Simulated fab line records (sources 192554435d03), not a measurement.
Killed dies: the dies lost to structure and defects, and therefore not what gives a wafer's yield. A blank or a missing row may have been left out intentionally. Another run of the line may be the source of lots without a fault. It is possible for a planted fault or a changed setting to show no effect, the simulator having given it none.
Matching of chambers	flow n5Finfet	pecvd-04 running N5_FIN_SAQP_PECVD_48: 3 sister chambers
The step deposits SiNx from SiH4/NH3/N2, target thk 25 nm, time 22.1 s. 3 wafers are shown with their chamber, then 7 later ones without.

## EACH WAFER AND ITS CHAMBER
wafer	chamber	throttleValvePct (%)
L083.2	1	45.4
L087.1	0	40.7
L087.2	2	36.8

## WAFERS WHOSE CHAMBER IS MISSING
wafer	throttleValvePct (%)
L087.6	44.9
L088.4	45.5
L088.5	40.7
L088.6	36.7
L095.2	45.2
L095.3	40.6
L095.4	40.7

## WHICH CHAMBER EACH WENT THROUGH
wafer	from the rows above	in truth
L087.6	1	1
L088.4	1	1
L088.5	0	0
L088.6	2	2
L095.2	1	1
L095.3	0	0
L095.4	0	0
Correctly placed: 7 of 7. Left unplaced by these rows: 0. Placed wrongly: 0.
How it was worked out, from the rows above alone: a wafer's distance from a chamber is the root of the sum, over the readings, of the square of ((its reading less the chamber's mean) divided by the reading's scatter). If the next closest chamber is less than 2 further off than the closest, the wafer can't be placed; otherwise it belongs to the closest. Each chamber's mean is taken over the wafers shown for it. The scatter: root of mean squared gap, hidden wafer to nearest shown wafer, with one shown wafer a chamber.
